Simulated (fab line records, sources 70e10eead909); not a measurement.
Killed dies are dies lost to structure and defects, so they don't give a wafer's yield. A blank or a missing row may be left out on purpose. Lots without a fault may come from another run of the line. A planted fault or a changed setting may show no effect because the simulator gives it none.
Chamber matching | flow nand_harc | NHARC_A_STAIRCASE_CMP_450 on cmp-02: 4 sister chambers
The step polishes SiO2, target thk 200 nm. 4 wafers are shown with their chamber, then 10 later ones without.

WAFERS WITH THEIR CHAMBER
wafer  | chamber | motor_current_A (A)
L087.1 | 2       | 11.0
L087.2 | 1       | 13.2
L089.1 | 0       | 10.3
L089.2 | 3       | 12.7

WAFERS WITHOUT THEIR CHAMBER
wafer  | motor_current_A (A)
L089.5 | 12.7
L095.3 | 11.6
L095.5 | 12.8
L095.6 | 11.3
L093.3 | 13.4
L093.5 | 12.6
L093.6 | 12.2
L097.1 | 13.4
L097.2 | 13.4
L097.4 | 10.5

WHICH CHAMBER EACH WENT THROUGH
wafer  | from the rows above     | in truth
L089.5 | can't be placed: 3 or 1 | 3
L095.3 | can't be placed: 2 or 3 | 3
L095.5 | can't be placed: 3 or 1 | 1
L095.6 | 2                       | 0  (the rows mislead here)
L093.3 | can't be placed: 1 or 3 | 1
L093.5 | can't be placed: 3 or 1 | 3
L093.6 | can't be placed: 3 or 1 | 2
L097.1 | can't be placed: 1 or 3 | 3
L097.2 | can't be placed: 1 or 3 | 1
L097.4 | can't be placed: 0 or 2 | 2
Placed correctly: 0 of 10. Can't be placed from these rows: 9 (the true chamber is among the candidates in 8). Placed wrongly: 1.
How it was worked out, from the rows above alone: a wafer's distance from a chamber is the root of the sum, over the readings, of the square of ((its reading less the chamber's mean) divided by the reading's scatter). The wafer belongs to the nearest chamber; if the next one is less than 2 further off, it can't be placed. A chamber's mean is the mean of its shown wafers. The scatter: with one shown wafer a chamber, the root of the mean of the squares of how far each hidden wafer lies from its nearest shown one.
